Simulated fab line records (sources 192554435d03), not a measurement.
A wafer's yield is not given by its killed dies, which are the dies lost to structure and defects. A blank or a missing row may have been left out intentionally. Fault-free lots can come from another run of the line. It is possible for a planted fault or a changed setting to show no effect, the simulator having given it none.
Chamber matching | flow n5 finfet | N5_BEOL_M2_ILD_DEP_00 on pecvd-02 has 3 sister chambers
The step deposits SiOC from DEMS/O2, target thk 79 nm, time 15.3 s. 18 wafers are shown with their chamber, then 9 later ones without.

EACH WAFER AND ITS CHAMBER
wafer  | chamber | showerhead plenum p Torr (Torr) | heater power w (W) | throttle valve pct (%)
L076.2 | 0       | 5.700                           | 455                | 11.5
L076.5 | 0       | 5.715                           | 456                | 11.8
L076.6 | 1       | 5.637                           | 472                | 11.8
L079.3 | 0       | 5.727                           | 420                | 11.7
L079.4 | 1       | 5.648                           | 443                | 11.8
L079.6 | 0       | 5.710                           | 425                | 11.7
L082.1 | 1       | 5.667                           | 541                | 12.0
L082.4 | 0       | 5.701                           | 461                | 11.5
L082.6 | 2       | 5.673                           | 521                | 11.8
L085.2 | 1       | 5.664                           | 517                | 11.7
L085.4 | 1       | 5.667                           | 535                | 12.0
L085.6 | 2       | 5.673                           | 521                | 12.2
L086.2 | 0       | 5.719                           | 438                | 11.8
L086.4 | 2       | 5.667                           | 483                | 12.0
L086.6 | 1       | 5.666                           | 470                | 11.7
L087.1 | 0       | 5.717                           | 459                | 11.6
L087.4 | 2       | 5.650                           | 520                | 12.1
L087.6 | 0       | 5.706                           | 465                | 11.8

SIGNATURES, as means of the wafers listed above
reading                  | chamber 0 | chamber 1 | chamber 2 | scatter within a chamber
showerhead plenum p Torr | 5.71188   | 5.65817   | 5.66575   | 0.0109
heater power w           | 447.38    | 496.33    | 511.25    | 27.3
throttle valve pct       | 11.675    | 11.833    | 12.025    | 0.14
Rule: for a wafer and a chamber, the distance is found by dividing, reading by reading, the gap between the wafer's reading and the chamber's mean by the reading's scatter, squaring, summing and taking the root. The wafer belongs to the nearest chamber; if the next one is less than 2 further off, it can't be placed. How the scatter is found: for the shown wafers, subtract from each reading the mean of its chamber, square and add these, divide the total by (wafers less chambers), then take the root.

WAFERS WITH NO CHAMBER GIVEN
wafer  | showerhead plenum p Torr (Torr) | heater power w (W) | throttle valve pct (%)
L088.2 | 5.651                           | 474                | 11.6
L088.3 | 5.709                           | 437                | 11.8
L088.4 | 5.696                           | 438                | 11.5
L094.1 | 5.705                           | 495                | 11.8
L094.3 | 5.666                           | 517                | 11.9
L094.5 | 5.730                           | 492                | 11.7
L096.1 | 5.726                           | 479                | 11.8
L096.4 | 5.659                           | 504                | 12.3
L096.6 | 5.711                           | 491                | 11.8

EACH ONE'S CHAMBER
wafer  | from the rows above     | in truth
L088.2 | can't be placed: 1 or 2 | 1
L088.3 | 0                       | 0
L088.4 | 0                       | 0
L094.1 | can't be placed: 0 or 2 | 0
L094.3 | can't be placed: 2 or 1 | 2
L094.5 | 0                       | 0
L096.1 | 0                       | 0
L096.4 | can't be placed: 2 or 1 | 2
L096.6 | 0                       | 0
5 of 9 placed correctly. Not placeable from these rows: 4 (in 4, the candidates include the true chamber). 0 placed wrongly.
